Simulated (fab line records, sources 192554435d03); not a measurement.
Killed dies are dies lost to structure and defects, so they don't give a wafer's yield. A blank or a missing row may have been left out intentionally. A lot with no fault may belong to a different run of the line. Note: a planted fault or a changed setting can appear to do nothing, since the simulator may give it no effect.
8D (eight disciplines) problem report, filled in by code | flow n5_finfet | the parts of the form that need people (team, actions taken, sign-off) are left out

## 1. WHAT IS WRONG
Mean HMC_CMP_THK at N5_PMOS_HMC_CHANNEL_EPI_THK_MEAS_22: 40.6 nm over 4 wafers in 3 lots; fault-free wafers: 54.9 nm, standard deviation 1.3. That puts it -11 standard deviations away from the usual mean.
First seen on wafer L828.5, day 3 20:26, on film_metro-02. The record has a number at this step for 24 wafers belonging to 9 lots. By rule, "out" or "out of limits" means more than 4 standard deviations away from the usual mean. The rest of the wafers with a number are treated as sound.

## 2. WHAT IT IS, AND WHAT IT ISN'T
question                    | is                             | is not
which readings at this step | HMC_CMP_THK                    | -
which lots                  | L828, L830, L831               | L821, L823, L840, L841, L842, L843
which wafers of those lots  | L828.5, L830.2, L830.5, L831.2 | L828.6, L831.3
read on which gauges        | film_metro-01, film_metro-02   | -
when                        | from day 3 20:26               | up to then (7 sound wafers); but 13 sound wafers of L831, L840, L841, L842, L843 came after

## 3. THE SUSPECTS, EACH WITH WHAT RULES IT OUT
Counting: a tool at a process step up to the reading stays a suspect if it ran every lot that is out. Sound lots after the first of them don't rule it out here, since some wafers of a struck lot are sound.
- the gauge at N5_PMOS_HMC_CHANNEL_EPI_THK_MEAS_22 has been ruled out. 2 gauges (film_metro-01, film_metro-02) read the wafers that are out.
- rie_si-06 at N5_PMOS_HMC_CHANNEL_EPI_FIN_RECESS_16 (chemistry HBr/Cl2, target Si, target depth 54 nm, time 18 s): kept. It processed each lot that is out (first: L828, day 3 18:38); up to then, its last sound lot is L823 (day 2 12:27).
The count leaves rie_si-06 at N5_PMOS_HMC_CHANNEL_EPI_FIN_RECESS_16.

## 4. THE CAUSE (what the simulator had put in)
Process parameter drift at N5_PMOS_HMC_CHANNEL_EPI_FIN_RECESS_16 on rie_si-06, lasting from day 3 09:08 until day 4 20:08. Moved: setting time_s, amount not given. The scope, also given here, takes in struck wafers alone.
Counting left only this tool.

## 5. THE EFFECT CHAIN, in route order
Rows list readings where the struck wafers' mean (over those with a number) sits beyond 3 standard deviations from the usual. Readings are gone through only where the record gives a usual standard deviation; hours: the median, over the lots, of the time from a lot's start at the first step in this table giving one to that lot's start at this step; sigmas: the change measured in usual standard deviations.
hours | step                                | reading          | usual     | on struck wafers | change | sigmas
0     | N5_PMOS_HMC_CHANNEL_EPI_THK_MEAS_22 | HMC_CMP_THK      | 54.9 nm   | 40.6             | -14.3  | -11
217   | N5_BEOL_M4_RC_MEAS_101              | ION_P            | 467 uA/um | 419              | -48    | -5.6
324   | N5_PASSIVATION_PROBE_49             | sort_bin_8_speed | 0.1 %     | 74.0             | +73.9  | +80
324   | N5_PASSIVATION_PROBE_49             | sort_n_pass      | 1076      | 202              | -874   | -46
324   | N5_PASSIVATION_PROBE_49             | sort_yield_pct   | 91.2 %    | 17.1             | -74.1  | -46
Here are the process steps it includes:
- N5_PASSIVATION_PROBE_49
Readings that are blank on the struck wafers while sound wafers have them: rf_fwd_power_W at N5_PMOS_HMC_CHANNEL_EPI_FIN_RECESS_16.

## 6. WHAT WOULD HAVE CAUGHT IT SOONER
Counted from the fault's start at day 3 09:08, it took 11 hours until the first out-of-limits reading at a measuring or inspecting step in this record, taken at day 3 20:26.
Of the lots that are out (3), L830, L831 began N5_PMOS_HMC_CHANNEL_EPI_FIN_RECESS_16 on rie_si-06 after day 3 20:26. A hold on the tool at that time would have spared those 2.
